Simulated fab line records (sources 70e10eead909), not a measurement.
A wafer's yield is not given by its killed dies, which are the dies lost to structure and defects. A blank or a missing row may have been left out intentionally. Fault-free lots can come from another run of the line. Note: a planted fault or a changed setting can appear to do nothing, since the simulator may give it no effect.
fab line records :: flow nand_harc
record:
  lots: 13
  wafers: 39
  last_day: 33
route steps=1302 shown A_WL_FILL@976 THIN_TSV@1259 END@1302
lots untouched by any fault: they come from a run of this same line in which no faults occurred
start_h: hours from the record's opening day to when the first of the lot's shown wafers began :: wait_h: hours elapsed since this lot's preceding step :: " same as the row above :: L1.1+2: a row that stands for several wafers :: - value missing, or start not given :: * or withheld: withheld :: < > ~ a bound
route shown NAME@n: a module of which the file shows steps, and the number in the route of the first :: usual: mean/standard deviation taken from wafers without a fault :: same: alike in all rows :: chamber/n: place in a boat :: sites: the reading at each site :: _std_site: standard deviation of those values :: _edge_site: inner sites' mean taken away from outer sites' mean :: radius_mm: for every site, how far away it sits from the centre of the wafer :: mask NAME#n: copy n :: behind: tool/chamber where the wafer was last shaped :: hold: reason for holding the lot/hours on hold/outcome of the hold :: device: transistor that didn't switch, given as n, p or np :: end of line: tests of these same wafers at the route's end :: where a step has no rows: the recipe by itself :: killed: at the first sort, the dies lost to defects and structure; wafer yield is something else :: map: dies across one wafer; x = killed, . = not, _ = none there
set.NAME: the setting that was run; set.NAME@STEP: the one run at that earlier step :: model.NAME: the simulator's own value behind a step, which no gauge read
steps of the route over a sample of lots; a table a step, a row a wafer
services: from which hour (start_h, from the record's first day; less than 0 if before it) a tool's chamber was out of use, for how many hours, and why
== steps ==
step: NHARC_A_WL_FILL_CVD_20
recipe:
  target_thk_a: 1000
  temp_c: 400
  pressure_torr: 40
  wf6_flow_sccm: 40
  h2_flow_sccm: 1600
  ar_flow_sccm: 1560
  time_s: 74
  material: W
usual:
  heater_power_w: 836/31
  throttle_valve_pct: 7.9/0.41
lot.wafer: L900.1
tool: cvd_w-02
chamber: 0
start_h: 472.21
wait_h: -
heater_power_w: 823
since_wet_clean_h: 9
throttle_valve_pct: 7.3

lot.wafer: L900.2
tool: cvd_w-02
chamber: 1
start_h: 472.21
wait_h: -
heater_power_w: 792
since_wet_clean_h: 9
throttle_valve_pct: 8.1

lot.wafer: L900.5
tool: cvd_w-02
chamber: 1
start_h: 472.21
wait_h: -
heater_power_w: 795
since_wet_clean_h: -
throttle_valve_pct: 7.9

lot.wafer: L902.1
tool: cvd_w-01
chamber: 1
start_h: 489.74
wait_h: -
heater_power_w: 840
since_wet_clean_h: 111
throttle_valve_pct: 7.9

lot.wafer: L902.3
tool: cvd_w-01
chamber: 1
start_h: 489.74
wait_h: -
heater_power_w: 824
since_wet_clean_h: -
throttle_valve_pct: 7.8

lot.wafer: L902.6
tool: cvd_w-01
chamber: 1
start_h: 489.74
wait_h: -
heater_power_w: 862
since_wet_clean_h: -
throttle_valve_pct: 7.7

lot.wafer: L903.1
tool: cvd_w-02
chamber: 0
start_h: 519.43
wait_h: -
heater_power_w: 833
since_wet_clean_h: 56
throttle_valve_pct: 7.4

lot.wafer: L903.2
tool: cvd_w-02
chamber: 1
start_h: 519.43
wait_h: -
heater_power_w: 785
since_wet_clean_h: 56
throttle_valve_pct: 7.9

lot.wafer: L903.5
tool: cvd_w-02
chamber: 0
start_h: 519.43
wait_h: -
heater_power_w: 834
since_wet_clean_h: -
throttle_valve_pct: 7.2

lot.wafer: L905.3
tool: cvd_w-01
chamber: 1
start_h: 519.48
wait_h: -
heater_power_w: 851
since_wet_clean_h: -
throttle_valve_pct: 7.5

lot.wafer: L905.4
tool: cvd_w-01
chamber: 0
start_h: 519.48
wait_h: -
heater_power_w: 825
since_wet_clean_h: -
throttle_valve_pct: 8.3

lot.wafer: L905.6
tool: cvd_w-01
chamber: 0
start_h: 519.48
wait_h: -
heater_power_w: 823
since_wet_clean_h: -
throttle_valve_pct: 8.5

lot.wafer: L904.4
tool: cvd_w-01
chamber: 1
start_h: 528.42
wait_h: -
heater_power_w: 862
since_wet_clean_h: -
throttle_valve_pct: 7.6

lot.wafer: L904.6
tool: cvd_w-01
chamber: 0
start_h: 528.42
wait_h: -
heater_power_w: 792
since_wet_clean_h: -
throttle_valve_pct: 8.6

lot.wafer: L904.5
tool: cvd_w-01
chamber: 1
start_h: 528.42
wait_h: -
heater_power_w: 848
since_wet_clean_h: -
throttle_valve_pct: 7.8

lot.wafer: L906.2
tool: cvd_w-02
chamber: 0
start_h: 553.70
wait_h: -
heater_power_w: 839
since_wet_clean_h: 91
throttle_valve_pct: 7.3

lot.wafer: L906.4
tool: cvd_w-02
chamber: 1
start_h: 553.70
wait_h: -
heater_power_w: 824
since_wet_clean_h: -
throttle_valve_pct: 8.0

lot.wafer: L906.5
tool: cvd_w-02
chamber: 1
start_h: 553.70
wait_h: -
heater_power_w: 798
since_wet_clean_h: -
throttle_valve_pct: 8.1

lot.wafer: L910.1
tool: cvd_w-01
chamber: 0
start_h: 579.40
wait_h: -
heater_power_w: 865
since_wet_clean_h: 19
throttle_valve_pct: 8.3

lot.wafer: L910.2
tool: cvd_w-01
chamber: 0
start_h: 579.40
wait_h: -
heater_power_w: 873
since_wet_clean_h: -
throttle_valve_pct: 8.2

lot.wafer: L910.3
tool: cvd_w-01
chamber: 0
start_h: 579.40
wait_h: -
heater_power_w: 877
since_wet_clean_h: -
throttle_valve_pct: 8.2

lot.wafer: L917.2
tool: cvd_w-02
chamber: 0
start_h: 644.02
wait_h: -
heater_power_w: 806
since_wet_clean_h: 0
throttle_valve_pct: 7.5

lot.wafer: L917.3
tool: cvd_w-02
chamber: 1
start_h: 644.02
wait_h: -
heater_power_w: 796
since_wet_clean_h: -
throttle_valve_pct: 7.9

lot.wafer: L917.6
tool: cvd_w-02
chamber: 0
start_h: 644.02
wait_h: -
heater_power_w: 821
since_wet_clean_h: -
throttle_valve_pct: 7.3

lot.wafer: L918.1
tool: cvd_w-01
chamber: 1
start_h: 654.89
wait_h: -
heater_power_w: 836
since_wet_clean_h: 95
throttle_valve_pct: 7.7

lot.wafer: L918.3
tool: cvd_w-01
chamber: 1
start_h: 654.89
wait_h: -
heater_power_w: 838
since_wet_clean_h: -
throttle_valve_pct: 7.6

lot.wafer: L918.5
tool: cvd_w-01
chamber: 0
start_h: 654.89
wait_h: -
heater_power_w: 877
since_wet_clean_h: -
throttle_valve_pct: 8.3

lot.wafer: L919.3
tool: cvd_w-01
chamber: 1
start_h: 667.05
wait_h: -
heater_power_w: 838
since_wet_clean_h: -
throttle_valve_pct: 7.8

lot.wafer: L919.5
tool: cvd_w-01
chamber: 0
start_h: 667.05
wait_h: -
heater_power_w: 883
since_wet_clean_h: -
throttle_valve_pct: 8.3

lot.wafer: L919.6
tool: cvd_w-01
chamber: 1
start_h: 667.05
wait_h: -
heater_power_w: 814
since_wet_clean_h: -
throttle_valve_pct: 7.9

lot.wafer: L920.1
tool: cvd_w-01
chamber: 0
start_h: 678.89
wait_h: -
heater_power_w: 865
since_wet_clean_h: 119
throttle_valve_pct: 8.2

lot.wafer: L920.4
tool: cvd_w-01
chamber: 1
start_h: 678.89
wait_h: -
heater_power_w: 818
since_wet_clean_h: -
throttle_valve_pct: 8.1

lot.wafer: L920.5
tool: cvd_w-01
chamber: 0
start_h: 678.89
wait_h: -
heater_power_w: 863
since_wet_clean_h: -
throttle_valve_pct: 8.5

lot.wafer: L921.1
tool: cvd_w-02
chamber: 1
start_h: 699.35
wait_h: -
heater_power_w: 796
since_wet_clean_h: 55
throttle_valve_pct: 8.1

lot.wafer: L921.4
tool: cvd_w-02
chamber: 1
start_h: 699.35
wait_h: -
heater_power_w: 773
since_wet_clean_h: -
throttle_valve_pct: 8.2

lot.wafer: L921.5
tool: cvd_w-02
chamber: 0
start_h: 699.35
wait_h: -
heater_power_w: 819
since_wet_clean_h: -
throttle_valve_pct: 7.4

lot.wafer: L922.4
tool: cvd_w-02
chamber: 0
start_h: 699.54
wait_h: -
heater_power_w: 789
since_wet_clean_h: -
throttle_valve_pct: 7.3

lot.wafer: L922.6
tool: cvd_w-02
chamber: 1
start_h: 699.54
wait_h: -
heater_power_w: 770
since_wet_clean_h: -
throttle_valve_pct: 8.0

lot.wafer: L922.5
tool: cvd_w-02
chamber: 0
start_h: 699.54
wait_h: -
heater_power_w: 848
since_wet_clean_h: -
throttle_valve_pct: 7.5
step: NHARC_THIN_TSV_CD_MEAS_12
recipe:
  target_cd_nm: 1000
  landing_energy_ev: 500
usual:
  cd_nm: 999/3.6
lot.wafer: L900.1
tool: cd_sem-02
chamber: 0
start_h: 539.63
wait_h: -
cd_nm: 1005

lot.wafer: L900.2
tool: cd_sem-02
chamber: 0
start_h: 539.63
wait_h: -
cd_nm: 998

lot.wafer: L900.5
tool: cd_sem-02
chamber: 0
start_h: 539.63
wait_h: -
cd_nm: 1000

lot.wafer: L902.1
tool: cd_sem-02
chamber: 0
start_h: 557.52
wait_h: -
cd_nm: 1003

lot.wafer: L902.3
tool: cd_sem-02
chamber: 0
start_h: 557.52
wait_h: -
cd_nm: 1004

lot.wafer: L902.6
tool: cd_sem-02
chamber: 0
start_h: 557.52
wait_h: -
cd_nm: 1003

lot.wafer: L903.1
tool: cd_sem-02
chamber: 0
start_h: 606.52
wait_h: -
cd_nm: 999

lot.wafer: L903.2
tool: cd_sem-02
chamber: 0
start_h: 606.52
wait_h: -
cd_nm: 1002

lot.wafer: L903.5
tool: cd_sem-02
chamber: 0
start_h: 606.52
wait_h: -
cd_nm: 1001

lot.wafer: L905.3
tool: cd_sem-01
chamber: 0
start_h: 607.86
wait_h: -
cd_nm: 992

lot.wafer: L905.4
tool: cd_sem-01
chamber: 0
start_h: 607.86
wait_h: -
cd_nm: 1001

lot.wafer: L905.6
tool: cd_sem-01
chamber: 0
start_h: 607.86
wait_h: -
cd_nm: 994

lot.wafer: L904.4
tool: cd_sem-01
chamber: 0
start_h: 609.07
wait_h: -
cd_nm: 998

lot.wafer: L904.5
tool: cd_sem-01
chamber: 0
start_h: 609.07
wait_h: -
cd_nm: 1001

lot.wafer: L904.6
tool: cd_sem-01
chamber: 0
start_h: 609.07
wait_h: -
cd_nm: 998

lot.wafer: L906.2
tool: cd_sem-02
chamber: 0
start_h: 618.71
wait_h: -
cd_nm: 997

lot.wafer: L906.4
tool: cd_sem-02
chamber: 0
start_h: 618.71
wait_h: -
cd_nm: 996

lot.wafer: L906.5
tool: cd_sem-02
chamber: 0
start_h: 618.71
wait_h: -
cd_nm: 997

lot.wafer: L910.1
tool: cd_sem-03
chamber: 0
start_h: 640.93
wait_h: -
cd_nm: 1003

lot.wafer: L910.2
tool: cd_sem-03
chamber: 0
start_h: 640.93
wait_h: -
cd_nm: 1002

lot.wafer: L910.3
tool: cd_sem-03
chamber: 0
start_h: 640.93
wait_h: -
cd_nm: 998

lot.wafer: L917.2
tool: cd_sem-01
chamber: 0
start_h: 717.58
wait_h: -
cd_nm: 998

lot.wafer: L917.3
tool: cd_sem-01
chamber: 0
start_h: 717.58
wait_h: -
cd_nm: 1003

lot.wafer: L917.6
tool: cd_sem-01
chamber: 0
start_h: 717.58
wait_h: -
cd_nm: 1002

lot.wafer: L918.1
tool: cd_sem-01
chamber: 0
start_h: 719.23
wait_h: -
cd_nm: 997

lot.wafer: L918.3
tool: cd_sem-01
chamber: 0
start_h: 719.23
wait_h: -
cd_nm: 1001

lot.wafer: L918.5
tool: cd_sem-01
chamber: 0
start_h: 719.23
wait_h: -
cd_nm: 999

lot.wafer: L919.3
tool: cd_sem-01
chamber: 0
start_h: 729.06
wait_h: -
cd_nm: 995

lot.wafer: L919.5
tool: cd_sem-01
chamber: 0
start_h: 729.06
wait_h: -
cd_nm: 994

lot.wafer: L919.6
tool: cd_sem-01
chamber: 0
start_h: 729.06
wait_h: -
cd_nm: 1001

lot.wafer: L920.1
tool: cd_sem-01
chamber: 0
start_h: 737.36
wait_h: -
cd_nm: 993

lot.wafer: L920.4
tool: cd_sem-01
chamber: 0
start_h: 737.36
wait_h: -
cd_nm: 1002

lot.wafer: L920.5
tool: cd_sem-01
chamber: 0
start_h: 737.36
wait_h: -
cd_nm: 996

lot.wafer: L921.1
tool: cd_sem-03
chamber: 0
start_h: 762.38
wait_h: -
cd_nm: 999

lot.wafer: L921.4
tool: cd_sem-03
chamber: 0
start_h: 762.38
wait_h: -
cd_nm: 997

lot.wafer: L921.5
tool: cd_sem-03
chamber: 0
start_h: 762.38
wait_h: -
cd_nm: 997

lot.wafer: L922.4
tool: cd_sem-01
chamber: 0
start_h: 763.59
wait_h: -
cd_nm: 998

lot.wafer: L922.5
tool: cd_sem-01
chamber: 0
start_h: 763.59
wait_h: -
cd_nm: 997

lot.wafer: L922.6
tool: cd_sem-01
chamber: 0
start_h: 763.59
wait_h: -
cd_nm: 1000
step: NHARC_THIN_TSV_ETCH_15
recipe:
  target_depth_a: 30000
  bosch_target_overetch_cycles: 2
  bosch_etch_step_s: 2.8
  bosch_dep_step_s: 1.2
  bosch_cycles: 14
usual:
  drypump_motor_current_A: 5.6/0.39
lot.wafer: L900.2
tool: rie_si-04
chamber: 1
start_h: 540.47
wait_h: -
drypump_motor_current_A: 6.1
rf_hours_counter_h: 0.01

lot.wafer: L900.1
tool: rie_si-04
chamber: 2
start_h: 540.47
wait_h: -
drypump_motor_current_A: 5.6
rf_hours_counter_h: 0.03

lot.wafer: L900.5
tool: rie_si-04
chamber: 1
start_h: 540.47
wait_h: -
drypump_motor_current_A: 6.1
rf_hours_counter_h: -

lot.wafer: L902.3
tool: rie_si-04
chamber: 1
start_h: 558.34
wait_h: -
drypump_motor_current_A: 6.1
rf_hours_counter_h: 0.17

lot.wafer: L902.1
tool: rie_si-04
chamber: 2
start_h: 558.34
wait_h: -
drypump_motor_current_A: 5.6
rf_hours_counter_h: 0.12

lot.wafer: L902.6
tool: rie_si-04
chamber: 2
start_h: 558.34
wait_h: -
drypump_motor_current_A: 5.6
rf_hours_counter_h: -

lot.wafer: L903.2
tool: rie_si-05
chamber: 1
start_h: 607.33
wait_h: -
drypump_motor_current_A: 5.8
rf_hours_counter_h: 0.77

lot.wafer: L903.1
tool: rie_si-05
chamber: 2
start_h: 607.33
wait_h: -
drypump_motor_current_A: 6.4
rf_hours_counter_h: 0.71

lot.wafer: L903.5
tool: rie_si-05
chamber: 1
start_h: 607.33
wait_h: -
drypump_motor_current_A: 5.8
rf_hours_counter_h: -

lot.wafer: L905.4
tool: rie_si-04
chamber: 0
start_h: 608.67
wait_h: -
drypump_motor_current_A: 5.8
rf_hours_counter_h: 0.50

lot.wafer: L905.3
tool: rie_si-04
chamber: 1
start_h: 608.67
wait_h: -
drypump_motor_current_A: 6.1
rf_hours_counter_h: 0.45

lot.wafer: L905.6
tool: rie_si-04
chamber: 0
start_h: 608.67
wait_h: -
drypump_motor_current_A: 5.8
rf_hours_counter_h: -

lot.wafer: L904.4
tool: rie_si-05
chamber: 1
start_h: 609.87
wait_h: -
drypump_motor_current_A: 5.8
rf_hours_counter_h: 0.82

lot.wafer: L904.5
tool: rie_si-05
chamber: 1
start_h: 609.87
wait_h: -
drypump_motor_current_A: 5.8
rf_hours_counter_h: -

lot.wafer: L904.6
tool: rie_si-05
chamber: 2
start_h: 609.87
wait_h: -
drypump_motor_current_A: 6.4
rf_hours_counter_h: -

lot.wafer: L906.2
tool: rie_si-04
chamber: 1
start_h: 619.53
wait_h: -
drypump_motor_current_A: 6.1
rf_hours_counter_h: 0.59

lot.wafer: L906.4
tool: rie_si-04
chamber: 0
start_h: 619.53
wait_h: -
drypump_motor_current_A: 5.8
rf_hours_counter_h: 0.65

lot.wafer: L906.5
tool: rie_si-04
chamber: 1
start_h: 619.53
wait_h: -
drypump_motor_current_A: 6.1
rf_hours_counter_h: -

lot.wafer: L910.2
tool: rie_si-04
chamber: 2
start_h: 641.75
wait_h: -
drypump_motor_current_A: 5.6
rf_hours_counter_h: 0.70

lot.wafer: L910.3
tool: rie_si-04
chamber: 3
start_h: 641.75
wait_h: -
drypump_motor_current_A: 5.5
rf_hours_counter_h: 0.62

lot.wafer: L910.1
tool: rie_si-04
chamber: 1
start_h: 641.75
wait_h: -
drypump_motor_current_A: 6.1
rf_hours_counter_h: 0.76

lot.wafer: L917.3
tool: rie_si-02
chamber: 2
start_h: 718.40
wait_h: -
drypump_motor_current_A: 5.8
rf_hours_counter_h: 0.33

lot.wafer: L917.2
tool: rie_si-02
chamber: 0
start_h: 718.40
wait_h: -
drypump_motor_current_A: 5.2
rf_hours_counter_h: 0.39

lot.wafer: L917.6
tool: rie_si-02
chamber: 2
start_h: 718.40
wait_h: -
drypump_motor_current_A: 5.9
rf_hours_counter_h: -

lot.wafer: L918.1
tool: rie_si-05
chamber: 3
start_h: 720.08
wait_h: -
drypump_motor_current_A: 5.5
rf_hours_counter_h: 0.43

lot.wafer: L918.3
tool: rie_si-05
chamber: 0
start_h: 720.08
wait_h: -
drypump_motor_current_A: 5.0
rf_hours_counter_h: 0.52

lot.wafer: L918.5
tool: rie_si-05
chamber: 1
start_h: 720.08
wait_h: -
drypump_motor_current_A: 5.8
rf_hours_counter_h: -

lot.wafer: L919.3
tool: rie_si-02
chamber: 1
start_h: 729.87
wait_h: -
drypump_motor_current_A: 5.5
rf_hours_counter_h: 0.46

lot.wafer: L919.6
tool: rie_si-02
chamber: 1
start_h: 729.87
wait_h: -
drypump_motor_current_A: 5.5
rf_hours_counter_h: -

lot.wafer: L919.5
tool: rie_si-02
chamber: 2
start_h: 729.87
wait_h: -
drypump_motor_current_A: 5.9
rf_hours_counter_h: -

lot.wafer: L920.1
tool: rie_si-02
chamber: 3
start_h: 738.18
wait_h: -
drypump_motor_current_A: 5.1
rf_hours_counter_h: 0.43

lot.wafer: L920.4
tool: rie_si-02
chamber: 1
start_h: 738.18
wait_h: -
drypump_motor_current_A: 5.5
rf_hours_counter_h: 0.50

lot.wafer: L920.5
tool: rie_si-02
chamber: 2
start_h: 738.18
wait_h: -
drypump_motor_current_A: 5.9
rf_hours_counter_h: -

lot.wafer: L921.1
tool: rie_si-05
chamber: 0
start_h: 763.21
wait_h: -
drypump_motor_current_A: 5.0
rf_hours_counter_h: 0.79

lot.wafer: L921.4
tool: rie_si-05
chamber: 1
start_h: 763.21
wait_h: -
drypump_motor_current_A: 5.8
rf_hours_counter_h: 0.59

lot.wafer: L921.5
tool: rie_si-05
chamber: 3
start_h: 763.21
wait_h: -
drypump_motor_current_A: 5.5
rf_hours_counter_h: -

lot.wafer: L922.4
tool: rie_si-02
chamber: 0
start_h: 764.40
wait_h: -
drypump_motor_current_A: 5.2
rf_hours_counter_h: 0.67

lot.wafer: L922.6
tool: rie_si-02
chamber: 0
start_h: 764.40
wait_h: -
drypump_motor_current_A: 5.2
rf_hours_counter_h: -

lot.wafer: L922.5
tool: rie_si-02
chamber: 1
start_h: 764.40
wait_h: -
drypump_motor_current_A: 5.4
rf_hours_counter_h: -
step: NHARC_THIN_TSV_CD_MEAS_16
usual:
  cd_nm: 999/3.8
lot.wafer: L900.1
tool: cd_sem-02
chamber: -
start_h: 540.60
wait_h: 0.1
cd_nm: 1004

lot.wafer: L900.2
tool: cd_sem-02
chamber: -
start_h: 540.60
wait_h: 0.1
cd_nm: 997

lot.wafer: L900.5
tool: cd_sem-02
chamber: -
start_h: 540.60
wait_h: 0.1
cd_nm: 999

lot.wafer: L902.1
tool: cd_sem-02
chamber: -
start_h: 558.48
wait_h: 0.1
cd_nm: 1003

lot.wafer: L902.3
tool: cd_sem-02
chamber: -
start_h: 558.48
wait_h: 0.1
cd_nm: 1005

lot.wafer: L902.6
tool: cd_sem-02
chamber: -
start_h: 558.48
wait_h: 0.1
cd_nm: 1001

lot.wafer: L903.1
tool: cd_sem-01
chamber: -
start_h: 607.50
wait_h: 0.1
cd_nm: 1000

lot.wafer: L903.2
tool: cd_sem-01
chamber: -
start_h: 607.50
wait_h: 0.1
cd_nm: 1001

lot.wafer: L903.5
tool: cd_sem-01
chamber: -
start_h: 607.50
wait_h: 0.1
cd_nm: 1001

lot.wafer: L905.3
tool: cd_sem-02
chamber: -
start_h: 608.82
wait_h: 0.1
cd_nm: 993

lot.wafer: L905.4
tool: cd_sem-02
chamber: -
start_h: 608.82
wait_h: 0.1
cd_nm: 1000

lot.wafer: L905.6
tool: cd_sem-02
chamber: -
start_h: 608.82
wait_h: 0.1
cd_nm: 993

lot.wafer: L904.4
tool: cd_sem-01
chamber: -
start_h: 610.03
wait_h: 0.1
cd_nm: 999

lot.wafer: L904.5
tool: cd_sem-01
chamber: -
start_h: 610.03
wait_h: 0.1
cd_nm: 1000

lot.wafer: L904.6
tool: cd_sem-01
chamber: -
start_h: 610.03
wait_h: 0.1
cd_nm: 999

lot.wafer: L906.2
tool: cd_sem-02
chamber: -
start_h: 619.67
wait_h: 0.1
cd_nm: 997

lot.wafer: L906.4
tool: cd_sem-02
chamber: -
start_h: 619.67
wait_h: 0.1
cd_nm: 996

lot.wafer: L906.5
tool: cd_sem-02
chamber: -
start_h: 619.67
wait_h: 0.1
cd_nm: 997

lot.wafer: L910.1
tool: cd_sem-01
chamber: -
start_h: 641.90
wait_h: 0.1
cd_nm: 1005

lot.wafer: L910.2
tool: cd_sem-01
chamber: -
start_h: 641.90
wait_h: 0.1
cd_nm: 1001

lot.wafer: L910.3
tool: cd_sem-01
chamber: -
start_h: 641.90
wait_h: 0.1
cd_nm: 998

lot.wafer: L917.2
tool: cd_sem-01
chamber: -
start_h: 718.54
wait_h: 0.1
cd_nm: 997

lot.wafer: L917.3
tool: cd_sem-01
chamber: -
start_h: 718.54
wait_h: 0.1
cd_nm: 1004

lot.wafer: L917.6
tool: cd_sem-01
chamber: -
start_h: 718.54
wait_h: 0.1
cd_nm: 1002

lot.wafer: L918.1
tool: cd_sem-01
chamber: -
start_h: 720.19
wait_h: 0.1
cd_nm: 999

lot.wafer: L918.3
tool: cd_sem-01
chamber: -
start_h: 720.19
wait_h: 0.1
cd_nm: 1000

lot.wafer: L918.5
tool: cd_sem-01
chamber: -
start_h: 720.19
wait_h: 0.1
cd_nm: 1000

lot.wafer: L919.3
tool: cd_sem-02
chamber: -
start_h: 730.02
wait_h: 0.1
cd_nm: 996

lot.wafer: L919.5
tool: cd_sem-02
chamber: -
start_h: 730.02
wait_h: 0.1
cd_nm: 994

lot.wafer: L919.6
tool: cd_sem-02
chamber: -
start_h: 730.02
wait_h: 0.1
cd_nm: 1000

lot.wafer: L920.1
tool: cd_sem-02
chamber: -
start_h: 738.32
wait_h: 0.1
cd_nm: 993

lot.wafer: L920.4
tool: cd_sem-02
chamber: -
start_h: 738.32
wait_h: 0.1
cd_nm: 1002

lot.wafer: L920.5
tool: cd_sem-02
chamber: -
start_h: 738.32
wait_h: 0.1
cd_nm: 994

lot.wafer: L921.1
tool: cd_sem-01
chamber: -
start_h: 763.34
wait_h: 0.1
cd_nm: 999

lot.wafer: L921.4
tool: cd_sem-01
chamber: -
start_h: 763.34
wait_h: 0.1
cd_nm: 998

lot.wafer: L921.5
tool: cd_sem-01
chamber: -
start_h: 763.34
wait_h: 0.1
cd_nm: 995

lot.wafer: L922.4
tool: cd_sem-02
chamber: -
start_h: 764.55
wait_h: 0.1
cd_nm: 998

lot.wafer: L922.5
tool: cd_sem-02
chamber: -
start_h: 764.55
wait_h: 0.1
cd_nm: 996

lot.wafer: L922.6
tool: cd_sem-02
chamber: -
start_h: 764.55
wait_h: 0.1
cd_nm: 999
step: NHARC_END_SORT_01
recipe:
  temp_c: 25
usual:
  killed_at_array: 55/17
  killed_at_other: 0.9/1.2
  killed_at_periphery: 3.7/2.5
  killed_dies: 59/18
  killed_open: 3.4/1.9
  killed_short: 2.6/1.6
same:
  gross_dies: 677
lot.wafer: L906.2
tool: prober-01
chamber: 0
start_h: 648.10
wait_h: 2.8
killed_at_array: 78
killed_at_other: 0
killed_at_periphery: 4
killed_dies: 82
killed_open: 6
killed_short: 2

lot.wafer: L906.4
tool: prober-01
chamber: 0
start_h: 649.71
wait_h: 3.4
killed_at_array: 128
killed_at_other: 1
killed_at_periphery: 2
killed_dies: 131
killed_open: 2
killed_short: 2

lot.wafer: L906.5
tool: prober-01
chamber: 0
start_h: 650.52
wait_h: 3.7
killed_at_array: 127
killed_at_other: 0
killed_at_periphery: 2
killed_dies: 129
killed_open: 3
killed_short: 6
killed by level:class
L906.2 A_CHANNEL_HOLE_D1:chamber_film_flake=25 A_CHANNEL_HOLE_D2:chamber_film_flake=23 A_SLIT:chamber_film_flake=20 A_SGD_CUT:chamber_film_flake=2 A_CONTACT:chamber_film_flake=2 P_STI:geometric_particle:open=1 P_GATE:geometric_particle:open=1 P_CONTACT:geometric_particle:short=1
L906.4 A_WL_FILL:unspecified=59 A_CHANNEL_HOLE_D1:chamber_film_flake=22 A_SLIT:chamber_film_flake=19 A_CHANNEL_HOLE_D2:chamber_film_flake=18 A_CONTACT:chamber_film_flake=5 A_CHANNEL_FILL_D2:geometric_particle:short=1 A_STAIRCASE:geometric_particle:open=1 A_WL_FILL:geometric_particle:open=1
L906.5 A_WL_FILL:unspecified=60 A_SLIT:chamber_film_flake=20 A_CHANNEL_HOLE_D1:chamber_film_flake=17 A_CHANNEL_HOLE_D2:chamber_film_flake=12 A_CONTACT:chamber_film_flake=5 A_DECK1_JOINT:geometric_particle:short=2 P_M1:geometric_particle:short=1 A_SOURCE_PLATE:geometric_particle:open=1
== services ==
tool: cvd_w-02
chamber: -
start_h: 450.00
hours: 13.0
kind: pm

tool: rie_si-02
chamber: -
start_h: 454.02
hours: 9.0
kind: pm

tool: rie_si-05
chamber: -
start_h: 482.00
hours: 9.0
kind: pm

tool: rie_si-04
chamber: -
start_h: 519.00
hours: 9.0
kind: pm

tool: rie_si-05
chamber: -
start_h: 522.63
hours: 0.3
kind: repair

tool: cvd_w-01
chamber: -
start_h: 547.00
hours: 13.0
kind: pm

tool: cvd_w-01
chamber: 0
start_h: 547.00
hours: 13.0
kind: vent_cycle

tool: cvd_w-01
chamber: 1
start_h: 547.00
hours: 13.0
kind: vent_cycle

tool: cvd_w-01
chamber: 0
start_h: 560.00
hours: -
kind: clean

tool: cvd_w-01
chamber: 1
start_h: 560.00
hours: -
kind: clean

tool: rie_si-04
chamber: 3
start_h: 562.40
hours: 11.5
kind: repair

tool: rie_si-05
chamber: 2
start_h: 567.51
hours: 7.2
kind: repair

tool: cvd_w-01
chamber: 1
start_h: 569.89
hours: 21.2
kind: repair

tool: rie_si-05
chamber: 3
start_h: 600.51
hours: 7.2
kind: repair

tool: rie_si-02
chamber: -
start_h: 608.87
hours: 28.6
kind: repair

tool: rie_si-04
chamber: 0
start_h: 625.52
hours: 1.5
kind: repair

tool: cvd_w-02
chamber: -
start_h: 631.00
hours: 13.0
kind: pm

tool: rie_si-05
chamber: -
start_h: 659.00
hours: 9.0
kind: pm

tool: rie_si-04
chamber: -
start_h: 696.00
hours: 9.0
kind: pm

tool: cvd_w-01
chamber: -
start_h: 728.00
hours: 13.0
kind: pm

tool: cvd_w-01
chamber: 0
start_h: 728.00
hours: 13.0
kind: vent_cycle

tool: cvd_w-01
chamber: 1
start_h: 728.00
hours: 13.0
kind: vent_cycle

tool: cvd_w-01
chamber: 0
start_h: 741.00
hours: -
kind: clean

tool: cvd_w-01
chamber: 1
start_h: 741.00
hours: -
kind: clean
== key ==
first_sign:
  step: NHARC_END_SORT_01
  reading: killed_at_array
  direction: up
  sigmas: 4.2
  usual: 55
  struck: 128
effect:
  step: NHARC_END_SORT_01
  reading: killed_dies
  direction: up
  sigmas: 4
  usual: 59
  struck: 130
more_kills_born_at:
  NHARC_A_WL_FILL_CVD_20@cvd_w-02: 119
met_at NHARC_A_WL_FILL_CVD_20
struck_lots L906
struck_wafers L906.4,L906.5
tester_left_out L906
not_acting_at NHARC_THIN_TSV_CD_MEAS_12,NHARC_THIN_TSV_ETCH_15,NHARC_THIN_TSV_CD_MEAS_16
onset_between 519.43 553.70
fault:
  kind: chamber_particle_source
  tool: cvd_w-02
  chamber: 1
  onset_h: 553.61
  steps: NHARC_A_WL_FILL_CVD_20
  rate_per_visit_cm2: 0.67912
  end_h: 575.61
tester_left_out: of these lots the tester's yield and bins aren't shown, on N5 and GAA mostly nor the transistor test; their killed dies are dies lost to structure and defects alone, not to doping, threshold or leakage, so they don't give the yield
